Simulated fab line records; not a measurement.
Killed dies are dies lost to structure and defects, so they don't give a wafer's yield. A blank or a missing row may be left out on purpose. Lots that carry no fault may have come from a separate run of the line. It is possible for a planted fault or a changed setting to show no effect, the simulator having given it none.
Comparing a struck lot with a sound one + flow nand-harc + 14 out of 1159 route steps
Sound: these wafers, L350.3, L350.4, L350.6. Wafers L340.1, L340.4, L340.5 were the ones struck. The cause comes at the end.
Per side, at each step with rows, come the tool, then ch with its chambers, and then its first start. Under that, the readings that differ: sound wafers + struck wafers + difference of the means + sigmas: that difference in standard deviations of wafers without a fault.
alike: readings with means less than 2 such deviations apart, plus words and numbers identical on both sides. not compared: withheld readings, readings lacking a value on some wafer, bounds such as >300 that could conceal the same value, and numbers that have no deviation in the record and whose values overlap.
The two part at a step that has a row with sigmas, a row that says differs or no value, or rows on one side only. When numbers do not overlap yet have no deviation, they are printed without sigmas and do not part them. A reading that every wafer of one side lacks parts them only if that side has two wafers or more.

first, 1 step without rows for these wafers: NHARC_A_CHANNEL_FILL_D1_ALD_15 (deposits SiNx, target thk 2 nm, pulse time 60 s, ald cycles 19).
NHARC_A_CHANNEL_FILL_D1_ALD_16: deposits SiO2, target thk 1.5 nm, pulse time 10 s, ald cycles 15.
  sound on ald-hk-03 ch 1,2,3, day 12 16:32; struck on ald-hk-04 ch 1,2,3, day 10 06:35
  alike: heater-power-outer-w, heater-power-w, precursor-pulse-height-rel
then, 2 steps without rows for these wafers: NHARC_A_CHANNEL_FILL_D1_ANNEAL_17 (time 1800 s); NHARC_A_CHANNEL_FILL_D1_CVD_18 (deposits poly-Si, target thk 3 nm).
NHARC_A_CHANNEL_FILL_D1_ETCHBACK_19: etches the open film in HBr/Cl2, target depth 5 nm, time 1.7 s.
  sound on rie-si-04 ch 0,1,2, day 13 04:13; struck on rie-si-01 ch 0,2, day 10 18:14
  alike: drypump-motor-current-A, he-backside-leak-sccm, oes-product-au, throttle-valve-pct
  not compared: rf-hours-counter-h
NHARC_A_CHANNEL_FILL_D1_ETCHBACK_20: etches the open film in C4F8/O2/Ar, target depth 27 nm, time 13.5 s.
  sound on rie-diel-07 ch 0,2,3, day 13 04:22; struck on rie-diel-04 ch 0,1,2, day 10 18:25
  alike: oes-product-au, rf-vpp-V
  not compared: rf-hours-counter-h
NHARC_A_CHANNEL_FILL_D1_STRIP_28: strips in O2, time 20 s.
  sound on rie-diel-07 ch 0,1,2, day 13 04:26; struck on rie-diel-04 ch 0,1,2, day 10 18:30
  alike: drypump-motor-current-A, oes-product-au, rf-vpp-V, showerhead-plenum-p-Torr, throttle-valve-pct
  not compared: rf-hours-counter-h
then, 4 steps without rows for these wafers: NHARC_A_CHANNEL_FILL_D1_PRECLEAN_21 (cleans in dHF, time 30 s); NHARC_A_CHANNEL_FILL_D1_SRD_23; NHARC_A_CHANNEL_FILL_D1_CVD_05 (deposits poly-Si, target thk 5 nm); NHARC_A_CHANNEL_FILL_D1_ANNEAL_22 (time 7200 s).
NHARC_A_CHANNEL_FILL_D1_THK_MEAS_06: measures by ellipsometry.
  sound: film-metro-02 at day 13 16:25; struck: film-metro-02 at day 11 06:10
  alike: thk-nm
NHARC_A_CHANNEL_FILL_D1_ALD_25: deposits SiOx, target thk 60 nm, pulse time 10 s, ald cycles 600.
  sound on ald-hk-04 ch 0,1,3, day 13 17:06; struck on ald-hk-02 ch 0,2,3, day 11 06:13
  no value came back on the struck wafers for ald-cycles, heater-power-outer-w (W), heater-power-w (W), precursor-pulse-height-rel; on the sound wafers ald-cycles reads 600 600 600
NHARC_A_CHANNEL_FILL_D1_ETCHBACK_08: etches the open film in C4F8, target depth 220 nm, time 110 s.
  sound on rie-diel-04 ch 0,2,3; struck on rie-diel-07 ch 0,1
  alike: oes-product-au, rf-vpp-V
  not compared: rf-hours-counter-h

## WHERE THEY PART
Only at NHARC_A_CHANNEL_FILL_D1_ALD_25, within this record. Later steps at which nothing parts them and some readings are alike: NHARC_A_CHANNEL_FILL_D1_ETCHBACK_08.

WHY: whatever the simulator had introduced
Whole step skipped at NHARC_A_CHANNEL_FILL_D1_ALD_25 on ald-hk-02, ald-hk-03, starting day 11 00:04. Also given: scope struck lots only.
